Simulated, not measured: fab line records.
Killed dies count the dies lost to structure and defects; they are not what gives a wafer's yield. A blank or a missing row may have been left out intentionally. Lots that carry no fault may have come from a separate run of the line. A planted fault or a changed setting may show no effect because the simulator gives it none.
Matching of chambers | flow nandHarc | NHARC_A_ZERO_WELL_ETCH_13 on rieSi-03 has 4 sister chambers
The step etches the open film in HBr/Cl2, target depth 120 nm, time 40.1 s. 14 wafers are shown with their chamber, then 7 later ones without.

== WAFERS WITH THEIR CHAMBER ==
wafer  | chamber | drypumpMotorCurrentA (A) | heBacksideLeakSccm (sccm) | oesProductAu (a.u.)
L213.2 | 2       | 6.2                      | 2.5                       | 0.990
L213.3 | 0       | 6.0                      | 2.9                       | 1.008
L213.6 | 1       | 6.2                      | 2.4                       | 0.992
L216.2 | 2       | 6.2                      | 2.6                       | 0.991
L216.5 | 0       | 6.0                      | 3.1                       | 1.006
L216.6 | 1       | 6.3                      | 2.3                       | 1.001
L221.3 | 1       | 6.2                      | 2.3                       | 0.993
L221.4 | 1       | 6.2                      | 2.4                       | 1.001
L221.6 | 3       | 5.7                      | 2.4                       | 1.005
L223.1 | 1       | 6.3                      | 2.4                       | 1.001
L223.3 | 0       | 6.0                      | 3.0                       | 1.002
L223.4 | 2       | 6.2                      | 2.4                       | 1.002
L225.1 | 3       | 5.7                      | 2.4                       | 0.989
L225.2 | 2       | 6.2                      | 2.6                       | 0.989

SIGNATURES, as means of the wafers listed above
reading              | chamber 0 | chamber 1 | chamber 2 | chamber 3 | scatter within a chamber
drypumpMotorCurrentA | 6.000     | 6.240     | 6.200     | 5.700     | 0.0346
heBacksideLeakSccm   | 3.000     | 2.360     | 2.525     | 2.400     | 0.0771
oesProductAu         | 1.00533   | 0.99760   | 0.99300   | 0.99700   | 0.00586
Rule: for a wafer and a chamber, the distance is found by dividing, reading by reading, the gap between the wafer's reading and the chamber's mean by the reading's scatter, squaring, summing and taking the root. If the next closest chamber is less than 2 further off than the closest, the wafer can't be placed; otherwise it belongs to the closest. The scatter: take each reading less its chamber's mean, square it, sum over the shown wafers, divide by the number of wafers less the number of chambers, and take the root.

== WAFERS MISSING THEIR CHAMBER ==
wafer  | drypumpMotorCurrentA (A) | heBacksideLeakSccm (sccm) | oesProductAu (a.u.)
L225.3 | 6.2                      | 2.3                       | 0.989
L227.1 | 5.8                      | 2.7                       | 1.001
L227.4 | 6.2                      | 2.3                       | 1.001
L227.5 | 5.7                      | 2.6                       | 1.006
L229.1 | 6.0                      | 2.8                       | 1.001
L229.3 | 6.2                      | 2.5                       | 0.998
L229.5 | 6.3                      | 2.4                       | 1.001

== WHICH CHAMBER EACH ONE RAN IN ==
wafer  | from the rows above     | in truth
L225.3 | can't be placed: 1 or 2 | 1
L227.1 | 3                       | 3
L227.4 | can't be placed: 1 or 2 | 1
L227.5 | 3                       | 3
L229.1 | 0                       | 0
L229.3 | can't be placed: 2 or 1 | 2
L229.5 | can't be placed: 1 or 2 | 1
Correctly placed: 3 of 7. Not placeable from these rows: 4 (in 4, the candidates include the true chamber). Number placed wrongly: 0.
